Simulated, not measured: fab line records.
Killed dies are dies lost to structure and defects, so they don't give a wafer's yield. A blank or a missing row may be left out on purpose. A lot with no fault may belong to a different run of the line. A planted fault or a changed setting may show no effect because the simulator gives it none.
fab line records + flow n5_finfet + part 2 of 2: steps 17 to 27 of 27
[record]
- lots = 5
- wafers = 15
- last_day = 14
route steps=1938 shown BEOL_M5@1148
lots untouched by any fault: they come from a run of this same line in which no faults occurred
start_h: hours from the record's opening day to when the first of the lot's shown wafers began + wait_h: time in hours since the lot's previous step + " same as the row above + L1.1+2: several wafers, shown together as one row + - no value, or no start given + * or withheld: withheld + < > ~ a bound
route shown NAME@n: NAME is a module with steps in the file, n the number in the route of the first one + usual: mean/standard deviation of fault-free wafers + same: alike in all rows + chamber/n: place in a boat + sites: per-site readings + _std_site: standard deviation across them + _edge_site: mean of outer sites minus mean of inner sites + radius_mm: how far each site lies from the wafer's centre + mask NAME#n: copy n + behind: the most recent tool/chamber to have shaped the wafer + hold: reason for holding the lot/hours on hold/outcome of the hold + device: names the non-switching transistor (n, p or np) + end of line: at the end of the route, the tests of the same wafers + a step without rows: its recipe alone + killed: at the first sort, the dies lost to defects and structure; wafer yield is something else + map: the dies of a wafer, with x for killed, . for not killed, _ for no die there
set.NAME: setting as actually run; set.NAME@STEP: the setting as run at that earlier step + model.NAME: the simulator's own value behind a step, which no gauge read
lots at selected steps of the route; one table per step, one row per wafer
services: from which hour (start_h, from the record's first day; less than 0 if before it) a tool's chamber was out of use, for how many hours, and why
[[steps]]
[step N5_BEOL_M5_HM_STRIP_39]
[recipe]
- chemistry = peroxide_tin_strip
- material = TiN
- target_depth_a = 250
- temp_c = 50
- time_s = 158
[usual]
- bath_guard_temp_C = 50.0/0.48
| lot.wafer | tool         | chamber | start_h | wait_h | bath_guard_temp_C |
|-----------|--------------|---------|---------|--------|-------------------|
| L074.4    | wet_bench-02 | 4       | 170.93  | 0.0    | 49.8              |
| L074.5    | "            | 0       | "       | "      | 49.6              |
| L074.6    | "            | 5       | "       | "      | 50.4              |
| L075.3    | wet_bench-03 | 5       | 179.58  | 0.0    | 49.5              |
| L075.4    | "            | 2       | "       | "      | 49.6              |
| L075.6    | "            | 0       | "       | "      | 49.7              |
| L085.1    | wet_bench-02 | 5       | 224.87  | 0.0    | 50.0              |
| L085.3    | "            | 4       | "       | "      | 49.8              |
| L085.6    | "            | 3       | "       | "      | 50.8              |
| L084.1    | wet_bench-03 | 2       | 226.83  | 0.0    | 49.9              |
| L084.2    | "            | 1       | "       | "      | 50.0              |
| L084.3    | "            | 3       | "       | "      | 49.7              |
| L086.3    | wet_bench-05 | 4       | 250.60  | 0.0    | 49.6              |
| L086.4    | "            | 0       | "       | "      | 50.1              |
| L086.5    | "            | 2       | "       | "      | 48.6              |
[step N5_BEOL_M5_SRD_40]
[recipe]
- time_s = 30
- temp_c = 23
- rinse_liquid = diw
- dry = ipa_marangoni
| lot.wafer  | tool         | chamber | start_h | wait_h |
|------------|--------------|---------|---------|--------|
| L074.4+5+6 | wet_bench-02 | 4,0,5   | 170.98  | 0.0    |
| L075.3+4+6 | wet_bench-03 | 5,2,0   | 179.63  | 0.0    |
| L085.1+3+6 | wet_bench-02 | 5,4,3   | 224.92  | 0.0    |
| L084.1+2+3 | wet_bench-03 | 2,1,3   | 226.88  | 0.0    |
| L086.3+4+5 | wet_bench-05 | 4,0,2   | 250.65  | 0.0    |
[step N5_BEOL_M5_PRECLEAN_42]
[recipe]
- chemistry = residue_remover
- time_s = 60
- temp_c = 40
[usual]
- bath_guard_temp_C = 40.0/0.5
| lot.wafer | tool         | chamber | start_h | wait_h | bath_guard_temp_C |
|-----------|--------------|---------|---------|--------|-------------------|
| L074.4    | wet_bench-02 | 4       | 171.00  | 0.0    | 39.8              |
| L074.5    | "            | 0       | "       | "      | 39.6              |
| L074.6    | "            | 5       | "       | "      | 40.6              |
| L075.3    | wet_bench-03 | 5       | 179.65  | 0.0    | 40.1              |
| L075.4    | "            | 2       | "       | "      | 40.4              |
| L075.6    | "            | 0       | "       | "      | 40.0              |
| L085.1    | wet_bench-02 | 5       | 224.93  | 0.0    | 40.3              |
| L085.3    | "            | 4       | "       | "      | 39.7              |
| L085.6    | "            | 3       | "       | "      | 40.7              |
| L084.1    | wet_bench-03 | 2       | 226.90  | 0.0    | 40.3              |
| L084.2    | "            | 1       | "       | "      | 40.0              |
| L084.3    | "            | 3       | "       | "      | 39.8              |
| L086.3    | wet_bench-05 | 4       | 250.66  | 0.0    | 39.2              |
| L086.4    | "            | 0       | "       | "      | 39.8              |
| L086.5    | "            | 2       | "       | "      | 38.5              |
[step N5_BEOL_M5_SRD_43]
[recipe]
- time_s = 30
- temp_c = 23
- rinse_liquid = diw
- dry = ipa_marangoni
| lot.wafer  | tool         | chamber | start_h | wait_h |
|------------|--------------|---------|---------|--------|
| L074.4+5+6 | wet_bench-02 | 4,0,5   | 171.01  | 0.0    |
| L075.3+4+6 | wet_bench-03 | 5,2,0   | 179.66  | 0.0    |
| L085.1+3+6 | wet_bench-02 | 5,4,3   | 224.95  | 0.0    |
| L084.1+2+3 | wet_bench-03 | 2,1,3   | 226.91  | 0.0    |
| L086.3+4+5 | wet_bench-05 | 4,0,2   | 250.68  | 0.0    |
[step N5_BEOL_M5_CD_MEAS_35]
[recipe]
- target_cd_nm = 28
- target_cd_y_nm = 24
- polarity = opening
[usual]
- cd_nm = 28.1/0.38
| lot.wafer | tool      | chamber | start_h | wait_h | cd_nm |
|-----------|-----------|---------|---------|--------|-------|
| L074.4    | cd_sem-02 | -       | 171.06  | 0.0    | 28.5  |
| L074.5    | "         | -       | "       | "      | 28.0  |
| L074.6    | "         | -       | "       | "      | 28.5  |
| L075.3    | cd_sem-02 | -       | 179.71  | 0.0    | 27.5  |
| L075.4    | "         | -       | "       | "      | 28.0  |
| L075.6    | "         | -       | "       | "      | 27.8  |
| L085.1    | cd_sem-01 | -       | 224.99  | 0.0    | 28.0  |
| L085.3    | "         | -       | "       | "      | 28.0  |
| L085.6    | "         | -       | "       | "      | 28.2  |
| L084.1    | cd_sem-02 | -       | 226.95  | 0.0    | 28.1  |
| L084.2    | "         | -       | "       | "      | 28.8  |
| L084.3    | "         | -       | "       | "      | 28.3  |
| L086.3    | cd_sem-01 | -       | 250.72  | 0.0    | 27.8  |
| L086.4    | "         | -       | "       | "      | 28.5  |
| L086.5    | "         | -       | "       | "      | 28.1  |
[step N5_BEOL_M5_CURE_80]
[recipe]
- temp_c = 370
- time_s = 120
- ambient = DMADMS/He
- material = SiCOH_lowk
[usual]
- lamp_power_pct = 52.31/0.052
- wafer_temp_C_max = 371.9/0.52
| lot.wafer | tool       | chamber | start_h | wait_h | lamp_power_pct | wafer_temp_C_max |
|-----------|------------|---------|---------|--------|----------------|------------------|
| L074.4    | uv_cure-02 | 0       | 171.25  | 0.2    | 52.25          | 371.4            |
| L074.5    | "          | 0       | "       | "      | 52.34          | 371.9            |
| L074.6    | "          | 0       | "       | "      | 52.35          | 372.5            |
| L075.3    | uv_cure-03 | 1       | 179.85  | 0.1    | 52.23          | 371.3            |
| L075.4    | "          | 1       | "       | "      | 52.28          | 371.7            |
| L075.6    | "          | 1       | "       | "      | 52.20          | 371.9            |
| L085.1    | uv_cure-02 | 0       | 225.03  | 0.0    | 52.30          | 371.7            |
| L085.3    | "          | 0       | "       | "      | 52.35          | 372.0            |
| L085.6    | "          | 0       | "       | "      | 52.31          | 372.1            |
| L084.1    | uv_cure-02 | 2       | 226.99  | 0.0    | 52.23          | 371.9            |
| L084.2    | "          | 2       | "       | "      | 52.32          | 371.8            |
| L084.3    | "          | 2       | "       | "      | 52.28          | 372.7            |
| L086.3    | uv_cure-02 | 0       | 250.86  | 0.1    | 52.34          | 372.3            |
| L086.4    | "          | 0       | "       | "      | 52.31          | 372.0            |
| L086.5    | "          | 0       | "       | "      | 52.30          | 373.1            |
[step N5_BEOL_M5_DEGAS_44]
[recipe]
- ambient = vacuum
- temp_c = 250
- time_s = 60
[usual]
- heater_power_w = 334/27
- susceptor_temp_C = 250.04/0.17
| lot.wafer | tool           | chamber | start_h | wait_h | heater_power_w | susceptor_temp_C |
|-----------|----------------|---------|---------|--------|----------------|------------------|
| L074.4    | pvd_sputter-03 | -       | 171.42  | 0.1    | 353            | 250.13           |
| L074.5    | "              | -       | "       | "      | 389            | 250.18           |
| L074.6    | "              | -       | "       | "      | 344            | 250.17           |
| L075.3    | pvd_sputter-03 | -       | 180.07  | 0.2    | 308            | 250.11           |
| L075.4    | "              | -       | "       | "      | 393            | 249.99           |
| L075.6    | "              | -       | "       | "      | 307            | 250.32           |
| L085.1    | pvd_sputter-03 | -       | 225.84  | 0.8    | 395            | 250.01           |
| L085.3    | "              | -       | "       | "      | 305            | 249.91           |
| L085.6    | "              | -       | "       | "      | 309            | 250.09           |
| L084.1    | pvd_sputter-01 | -       | 227.57  | 0.5    | 314            | 250.00           |
| L084.2    | "              | -       | "       | "      | 332            | 249.84           |
| L084.3    | "              | -       | "       | "      | 318            | 249.73           |
| L086.3    | pvd_sputter-02 | -       | 251.15  | 0.2    | 319            | 250.22           |
| L086.4    | "              | -       | "       | "      | 321            | 249.95           |
| L086.5    | "              | -       | "       | "      | 315            | 250.17           |
[step N5_BEOL_M5_PRE_CLEAN_45]
[recipe]
- gas = H2/He
- time_s = 30
- temp_c = 250
[usual]
- heater_power_w = 333/27
- susceptor_temp_C = 250.01/0.18
| lot.wafer | tool           | chamber | start_h | wait_h | heater_power_w | susceptor_temp_C |
|-----------|----------------|---------|---------|--------|----------------|------------------|
| L074.4    | pvd_sputter-03 | -       | 171.46  | 0.0    | 351            | 249.58           |
| L074.5    | "              | -       | "       | "      | 389            | 250.19           |
| L074.6    | "              | -       | "       | "      | 341            | 250.23           |
| L075.3    | pvd_sputter-03 | -       | 180.11  | 0.0    | 315            | 249.73           |
| L075.4    | "              | -       | "       | "      | 399            | 250.05           |
| L075.6    | "              | -       | "       | "      | 308            | 249.91           |
| L085.1    | pvd_sputter-03 | -       | 225.88  | 0.0    | 384            | 250.05           |
| L085.3    | "              | -       | "       | "      | 314            | 250.26           |
| L085.6    | "              | -       | "       | "      | 308            | 250.23           |
| L084.1    | pvd_sputter-01 | -       | 227.61  | 0.0    | 327            | 249.79           |
| L084.2    | "              | -       | "       | "      | 329            | 249.92           |
| L084.3    | "              | -       | "       | "      | 315            | 249.69           |
| L086.3    | pvd_sputter-02 | -       | 251.19  | 0.0    | 319            | 250.04           |
| L086.4    | "              | -       | "       | "      | 320            | 250.28           |
| L086.5    | "              | -       | "       | "      | 310            | 250.20           |
[step N5_BEOL_M5_ALD_86]
[recipe]
- material = TaN
- target_thk_a = *
- temp_c = 275
- ald_precursor_family = PDMAT
- ald_co_reactant = NH3
- pressure_torr = 3
- carrier_flow_sccm = 1500
- pulse_time_s = 2
- purge_time_s = 3
- co_reactant_purge_time_s = 2
- co_reactant_pulse_time_s = 3
- ald_cycles = 30
- precursor_vessel_temp_c = 75
- precursor_vessel_pressure_torr = 26.25
- precursor_vessel_carrier_sccm = 1000
[usual]
- heater_power_w = 430/43
- susceptor_temp_C = 274.97/0.18
| lot.wafer | tool         | chamber | start_h | wait_h | heater_power_w | susceptor_temp_C |
|-----------|--------------|---------|---------|--------|----------------|------------------|
| L074.4    | ald_metal-01 | 3       | 171.52  | 0.0    | 415            | 274.94           |
| L074.5    | "            | 0       | "       | "      | 443            | 275.07           |
| L074.6    | "            | 3       | "       | "      | 407            | 275.04           |
| L075.3    | ald_metal-03 | 3       | 180.17  | 0.0    | 463            | 275.13           |
| L075.4    | "            | 2       | "       | "      | 413            | 274.80           |
| L075.6    | "            | 1       | "       | "      | 486            | 274.98           |
| L085.1    | ald_metal-02 | 3       | 226.12  | 0.2    | 381            | 274.99           |
| L085.3    | "            | 2       | "       | "      | 347            | 274.90           |
| L085.6    | "            | 0       | "       | "      | 356            | 275.28           |
| L084.1    | ald_metal-03 | 2       | 227.74  | 0.1    | 412            | 274.67           |
| L084.2    | "            | 0       | "       | "      | 378            | 274.75           |
| L084.3    | "            | 1       | "       | "      | 467            | 274.79           |
| L086.3    | ald_metal-01 | 1       | 251.25  | 0.0    | 488            | 274.92           |
| L086.4    | "            | 2       | "       | "      | 436            | 275.20           |
| L086.5    | "            | 2       | "       | "      | 427            | 275.16           |
[step N5_BEOL_M5_SURFACE_TREAT_87]
[recipe]
- gas = Ar
- time_s = *
- ion_energy_ev = *
- ion_current_ma_cm2 = 0.5
- pressure_mtorr = *
- ar_flow_sccm = 30
[usual]
- throttle_valve_pct = *
| lot.wafer | tool           | chamber | start_h | wait_h | throttle_valve_pct |
|-----------|----------------|---------|---------|--------|--------------------|
| L074.4    | pvd_sputter-03 | -       | 171.80  | 0.2    | *                  |
| L074.5    | "              | -       | "       | "      | *                  |
| L074.6    | "              | -       | "       | "      | *                  |
| L075.3    | pvd_sputter-03 | -       | 180.40  | 0.1    | *                  |
| L075.4    | "              | -       | "       | "      | *                  |
| L075.6    | "              | -       | "       | "      | *                  |
| L085.1    | pvd_sputter-03 | -       | 226.36  | 0.1    | *                  |
| L085.3    | "              | -       | "       | "      | *                  |
| L085.6    | "              | -       | "       | "      | *                  |
| L084.1    | pvd_sputter-01 | -       | 228.11  | 0.3    | *                  |
| L084.2    | "              | -       | "       | "      | *                  |
| L084.3    | "              | -       | "       | "      | *                  |
| L086.3    | pvd_sputter-01 | -       | 251.52  | 0.2    | *                  |
| L086.4    | "              | -       | "       | "      | *                  |
| L086.5    | "              | -       | "       | "      | *                  |
[step N5_BEOL_M5_CVD_47]
[recipe]
- material = Co
- target_thk_a = 30
- temp_c = withheld
- precursor = CCTBA/H2
- pressure_torr = 30
- time_s = 216
| lot.wafer  | tool      | chamber | start_h | wait_h |
|------------|-----------|---------|---------|--------|
| L074.4+5+6 | cvd_co-01 | 0,1,2   | 171.92  | 0.1    |
| L075.3+4+6 | cvd_co-01 | 2,1,2   | 180.46  | 0.0    |
| L085.1+3+6 | cvd_co-02 | 0,1,2   | 226.44  | 0.1    |
| L084.1+2+3 | cvd_co-01 | 0,2,1   | 228.17  | 0.0    |
| L086.3+4+5 | cvd_co-01 | 0,1,0   | 251.59  | 0.1    |
[[services]]
| tool         | chamber | start_h | hours | kind                          |
|--------------|---------|---------|-------|-------------------------------|
| uv_cure-02   | -       | 156.43  | 7.5   | pm                            |
| cvd_co-02    | 2       | 157.27  | 6.8   | repair                        |
| cvd_co-01    | -       | 165.04  | 0.5   | repair                        |
| ald_metal-02 | 0       | 175.38  | 3.0   | repair                        |
| rie_diel-06  | -       | 177.84  | 0.6   | repair                        |
| rie_diel-04  | 0       | 185.19  | 4.0   | repair                        |
| uv_cure-02   | -       | 192.92  | 22.2  | pm                            |
| uv_cure-02   | -       | 228.20  | 2.1   | pm                            |
| rie_diel-06  | 3       | 235.37  | 2.3   | repair                        |
| ald_metal-02 | -       | 239.74  | 0.8   | repair                        |
| rie_diel-06  | 0       | 244.91  | -     | clean                         |
| rie_diel-06  | 0       | 244.91  | -     | consumable_replace:focus_ring |
| rie_diel-06  | 0       | 244.91  | 17.9  | scheduled_down                |
| rie_diel-06  | 0       | 244.91  | 17.9  | vent_cycle                    |
